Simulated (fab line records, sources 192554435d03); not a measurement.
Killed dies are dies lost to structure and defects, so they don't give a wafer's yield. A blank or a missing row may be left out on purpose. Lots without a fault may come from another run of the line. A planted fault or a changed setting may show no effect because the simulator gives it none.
One fault seen from 3 desks | flow n5_finfet | each desk has only its own numbers; what lay behind them comes last

THE DEFECT DESK
What the inspections along the route counted, lot by lot: means of the sampled wafers that have a number. A lot is out of limits, marked OUT, if its mean lies more than 4 standard deviations from the usual mean; the brackets give that distance.
Columns: A = raw_defect_count at N5_ZERO_LAYER_INSPECT_20, usual 38
lot  | first seen here | A
L626 | day 1 13:23     | 28
L627 | day 1 19:23     | 43
L629 | day 2 07:16     | 72
L630 | day 2 13:23     | 31
L631 | day 2 19:24     | 73
L632 | day 3 01:41     | 34
L634 | day 3 13:23     | 37
L635 | day 3 19:57     | 24
L637 | day 4 07:17     | 41
L645 | day 6 07:19     | 44
L647 | day 6 19:25     | 15
L648 | day 7 01:29     | 19
L649 | day 7 07:31     | 43
This desk's finding: nothing out of limits on any of the 13 lots.

THE TOOL OWNER'S DESK: implanter-02
The tool's own readings at N5_WELL_APT_IMPLANT_15: means of the sampled wafers that have a number, for each lot that ran on this tool. A lot is out of limits, marked OUT, if its mean lies more than 4 standard deviations from the usual mean; the brackets give that distance.
Columns: A = beam_on_s at N5_WELL_APT_IMPLANT_15, usual 10.00 s; B = dose_ions_cm2 at N5_WELL_APT_IMPLANT_15, usual 1.5001e+13; C = end_station_pressure_torr at N5_WELL_APT_IMPLANT_15, usual 5.21e-06 Torr; D = faraday_current_uA at N5_WELL_APT_IMPLANT_15, usual 190; E = tilt_deg at N5_WELL_APT_IMPLANT_15, usual 0.004 degrees
lot  | first seen here | A     | B                            | C        | D              | E
L627 | day 1 20:22     | 10.14 | 1.5000e+13                   | 5.11e-06 | 188            | 0.053
L629 | day 2 10:39     | 10.06 | 1.4995e+13                   | 5.00e-06 | 190            | -0.040
L630 | day 2 14:12     | 9.80  | 1.5005e+13                   | 5.61e-06 | 194            | -0.023
L631 | day 2 20:04     | 9.99  | 1.3300e+13 (-99 or more) OUT | 5.10e-06 | 169 (-5.6) OUT | -0.010
L632 | day 3 03:17     | 9.98  | 1.3287e+13 (-99 or more) OUT | 5.21e-06 | 168 (-5.9) OUT | 0.014
L634 | day 3 14:23     | 9.97  | 1.3290e+13 (-99 or more) OUT | 5.31e-06 | 169 (-5.7) OUT | 0.022
This desk's finding: out of limits on L631, L632, L634; first on L631, day 2 20:04 (dose_ions_cm2 at N5_WELL_APT_IMPLANT_15). In limits: L627, L629, L630.

THE METROLOGY DESK
What the gauges read, lot by lot, whatever tool the lot ran on: means of the sampled wafers that have a number. A lot is out of limits, marked OUT, if its mean lies more than 4 standard deviations from the usual mean; the brackets give that distance.
Columns: A = NWELL_OVL at N5_WELL_APT_OVL_MEAS_09, usual 0 nm; B = PWELL_OVL at N5_WELL_APT_OVL_MEAS_26, usual -2 nm
lot  | first seen here | A  | B
L626 | day 1 13:43     | -1 | 9
L627 | day 1 19:43     | 0  | -5
L629 | day 2 07:35     | -2 | -5
L630 | day 2 13:50     | -3 | 0
L631 | day 2 19:44     | -4 | 5
L632 | day 3 02:01     | 1  | -4
L634 | day 3 13:52     | -3 | 7
L635 | day 3 20:17     | -6 | -5
L637 | day 4 07:37     | 7  | -1
L645 | day 6 07:39     | -4 | 3
L647 | day 6 19:53     | 12 | -6
L648 | day 7 01:49     | -1 | -2
L649 | day 7 07:51     | -0 | -4
This desk's finding: nothing out of limits on any of the 13 lots.

PUT TOGETHER
The tool owner's desk could have raised an alarm at day 2 20:04, on L631, L632, L634.
The defect desk saw nothing out of limits.
The metrology desk saw nothing out of limits.
The defect desk has L631, L632, L634 on record, within its limits.
The metrology desk has L631, L632, L634 on record, within its limits.
Of the lots named, all ran N5_WELL_APT_IMPLANT_15 on implanter-02.

WHAT THE SIMULATOR HAD PUT IN
Process parameter drift: implanter-02, from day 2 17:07 on, at N5_WELL_APT_IMPLANT_15. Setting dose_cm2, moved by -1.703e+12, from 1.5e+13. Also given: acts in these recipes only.
Lots struck among those shown: L631, L632, L634.
Hours from the fault's start to each desk's first reading out of limits: the tool owner's desk, 3.
